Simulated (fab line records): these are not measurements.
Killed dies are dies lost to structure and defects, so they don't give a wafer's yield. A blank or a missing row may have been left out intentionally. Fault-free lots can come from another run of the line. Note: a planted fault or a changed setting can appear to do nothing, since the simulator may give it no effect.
What tool caused it?    flow n5_finfet    10 lots, 30 wafers sampled, at 6 steps of a route of 1938

== WHAT EACH GAUGE READ, for each wafer ==
N5_BEOL_M1_INSPECT_59: inspects for defects (darkfield).
lot   measured      on                 raw_defect_count
L690  day 6 09:38   defect_inspect-01  77 68 74
L692  day 7 07:03   defect_inspect-01  52 67 56
L693  day 7 08:12   defect_inspect-02  73 52 85
L696  day 8 05:34   defect_inspect-02  44 71 45
L700  day 8 23:53   defect_inspect-01  100 87 118
L702  day 9 16:42   defect_inspect-01  26 48 41
L703  day 9 18:21   defect_inspect-02  90 66 49
L708  day 11 03:28  defect_inspect-02  95 48 64
L710  day 11 06:02  defect_inspect-01  48 58 61
L709  day 11 08:00  defect_inspect-01  41 44 69

N5_BEOL_M2_CD_MEAS_28: target cd 26.2 nm, target cd y 24.1 nm.
lot   measured      on         cd_nm (nm)
L690  day 6 11:45   cd_sem-01  26.11 25.90 26.41
L692  day 7 09:23   cd_sem-02  26.37 26.24 26.25
L693  day 7 11:56   cd_sem-03  26.05 26.61 26.39
L696  day 8 09:01   cd_sem-01  26.37 25.79 26.01
L700  day 9 03:38   cd_sem-02  26.22 26.33 26.44
L702  day 9 20:31   cd_sem-02  25.96 26.45 26.24
L703  day 9 20:56   cd_sem-01  26.21 25.89 26.35
L708  day 11 06:50  cd_sem-02  26.16 26.01 26.19
L710  day 11 08:57  cd_sem-02  26.09 26.31 26.35
L709  day 11 09:57  cd_sem-03  26.20 26.47 26.67

N5_BEOL_M2_OVL_MEAS_29.
lot   measured      on          V1_OVL (nm)
L690  day 6 11:47   overlay-01  -0.9 -0.8 -0.1
L692  day 7 09:25   overlay-01  0.9 1.3 0.3
L693  day 7 11:58   overlay-01  -1.3 -0.8 0.1
L696  day 8 09:03   overlay-01  -0.6 -0.8 -0.1
L700  day 9 03:40   overlay-01  0.5 0.4 0.9
L702  day 9 20:34   overlay-02  -0.4 -0.4 -0.7
L703  day 9 20:58   overlay-02  5.0 5.8 5.3
L708  day 11 06:53  overlay-02  5.1 5.1 4.4
L710  day 11 08:59  overlay-02  0.4 1.0 0.1
L709  day 11 09:59  overlay-01  -0.2 1.0 -0.2

N5_BEOL_M4_RC_MEAS_101.
lot   measured      on         DIBL_N (mV/V)   DIBL_P (mV/V)   IOFF_N (nA/um)     IOFF_P (nA/um)     ION_N (uA/um)  ION_P (uA/um)  SS_N (mV/dec)   SS_P (mV/dec)   VT_N (mV)          VT_P (mV)
L690  day 7 12:20   prober-02  36.5 35.7 34.8  36.8 35.0 33.1  0.164 0.142 0.129  0.203 0.183 0.157  671 672 667    460 457 451    71.8 70.8 71.7  72.7 73.3 73.5  246.1 247.2 250.9  -251.8 -253.2 -255.5
L692  day 8 12:03   prober-01  36.8 37.7 36.8  35.5 35.8 34.7  0.161 0.174 0.162  0.221 0.220 0.213  675 674 664    463 466 460    71.3 71.2 71.5  73.0 73.1 73.5  250.1 250.3 248.5  -248.8 -249.0 -247.3
L693  day 8 14:11   prober-02  35.7 34.9 34.4  34.7 33.4 33.8  0.146 0.125 0.125  0.190 0.172 0.180  672 666 667    463 457 464    71.5 70.9 71.1  72.8 72.9 72.9  252.3 252.6 252.0  -249.1 -253.1 -251.7
L696  day 9 12:39   prober-02  36.5 37.4 37.1  35.8 37.8 37.4  0.158 0.188 0.198  0.203 0.239 0.240  669 675 683    459 459 466    71.6 71.5 71.6  73.5 73.4 74.4  249.0 248.5 248.4  -249.5 -247.8 -247.9
L700  day 10 10:28  prober-01  36.6 36.6 36.2  36.6 37.1 36.4  0.164 0.165 0.150  0.206 0.209 0.196  684 687 673    463 465 457    71.7 71.4 70.7  72.9 73.7 73.0  246.6 249.3 248.3  -249.0 -247.0 -250.7
L702  day 11 06:47  prober-02  36.9 35.8 36.5  36.3 35.2 35.7  0.165 0.153 0.152  0.255 0.231 0.236  678 678 671    471 470 467    71.0 71.1 71.5  72.7 72.7 73.2  247.4 244.7 248.8  -244.3 -244.4 -244.2
L703  day 11 01:43  prober-02  38.5 38.4 36.0  37.1 37.0 35.3  0.182 0.186 0.138  0.229 0.229 0.193  678 671 658    466 459 455    72.4 72.5 71.4  73.8 73.3 73.3  249.7 249.1 255.3  -249.3 -247.8 -251.9
L708  day 12 11:00  prober-02  38.6 36.7 37.9  37.3 34.8 36.1  0.201 0.159 0.188  0.248 0.206 0.235  679 669 688    465 455 474    72.6 71.6 71.8  73.9 73.2 73.5  247.0 250.7 248.7  -248.7 -250.7 -246.2
L710  day 12 14:43  prober-02  36.8 38.2 37.9  37.2 37.8 37.5  0.177 0.200 0.186  0.220 0.232 0.225  679 688 680    460 462 467    72.2 71.8 72.0  73.3 73.2 72.1  249.4 247.3 247.4  -250.5 -247.2 -249.5
L709  day 12 14:46  prober-01  36.1 35.7 36.0  35.0 34.4 35.0  0.166 0.149 0.155  0.211 0.200 0.201  678 675 680    459 460 468    71.1 71.5 71.2  72.2 72.8 72.9  248.8 249.9 250.0  -248.8 -248.3 -248.5

== EACH LOT AND THE TOOL THAT RAN IT (in order: tool; ch and the chambers of the sampled wafers; start) ==
lot   N5_BEOL_M2_HM_DEP_02          N5_BEOL_M2_EXPOSE_25
L690  pvd_sputter-03, day 6 10:03   euv_scanner-01 ch 0, day 6 11:37
L692  pvd_sputter-02, day 7 07:44   euv_scanner-02 ch 0, day 7 09:14
L693  pvd_sputter-03, day 7 10:17   euv_scanner-01 ch 0, day 7 11:47
L696  pvd_sputter-01, day 8 07:22   euv_scanner-02 ch 0, day 8 08:52
L700  pvd_sputter-01, day 9 02:03   euv_scanner-02 ch 0, day 9 03:30
L702  pvd_sputter-01, day 9 18:53   euv_scanner-02 ch 0, day 9 20:23
L703  pvd_sputter-03, day 9 19:18   euv_scanner-02 ch 0, day 9 20:48
L708  pvd_sputter-02, day 11 05:19  euv_scanner-02 ch 0, day 11 06:43
L710  pvd_sputter-01, day 11 07:34  euv_scanner-01 ch 0, day 11 08:49
L709  pvd_sputter-02, day 11 08:35  euv_scanner-01 ch 0, day 11 09:49
- N5_BEOL_M2_HM_DEP_02: deposits TiN, target thk 20 nm.
- N5_BEOL_M2_EXPOSE_25: exposes mask V1, defocus 5 nm.

== AS READ BY THE TOOLS THEMSELVES (means over the sampled wafers that have a number; for cases with no such wafer, the mark the record gives instead) ==
N5_BEOL_M2_HM_DEP_02.
lot   tool            throttle_valve_pct (%)
L690  pvd_sputter-03  30.6
L692  pvd_sputter-02  30.4
L693  pvd_sputter-03  30.9
L696  pvd_sputter-01  27.9
L700  pvd_sputter-01  29.3
L702  pvd_sputter-01  28.0
L703  pvd_sputter-03  29.8
L708  pvd_sputter-02  30.4
L710  pvd_sputter-01  27.8
L709  pvd_sputter-02  30.5

== THE ANSWER, worked out from the rows above alone ==
Rule: the lots themselves supply what counts as usual. Put in order of their means at a reading, lots are off if they are a third of the lots or fewer, leave a main group of 4 or more, and stand apart from it by a gap of 3 or more times the standard deviation of the main group's means; of several such gaps the widest counts. A main group is skipped when, at the precision printed for the reading in the tables above, its means are all equal. Also off: a lot with no number at a reading for which 4 or more lots have one. Any other lot the step has rows for is counted as sound. After the gauges, taken in route order, come the tools' own readings; for these a lot's mean is taken, as printed above. The first step at which some lot is off is used, and at that step the reading that is off furthest; a lot without a number counts as furthest.
Off: L703, L708, at N5_BEOL_M2_OVL_MEAS_29 (V1_OVL). The main group has a mean of -0.0 nm with a standard deviation of 0.58.
If a tool, at a process step before that reading, ran all the lots that are off and no sound lot after the first of them, it fits. Not tried: the gauges at N5_BEOL_M2_OVL_MEAS_29; whatever is off there is also off at N5_BEOL_M4_RC_MEAS_101, on other tools, and gauge error can't account for it. One fits: euv_scanner-02 at N5_BEOL_M2_EXPOSE_25. A fault onset in the window from L702 (day 9 20:23, its last sound lot) to L703 (day 9 20:48, its first lot off) fits.

== WHAT THE SIMULATOR PUT IN ==
Scanner matching overlay: euv_scanner-02, from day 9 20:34 on, at N5_BEOL_M2_EXPOSE_25. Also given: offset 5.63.
Shown lots that were struck: L703, L708. This agrees with what the rule above found.
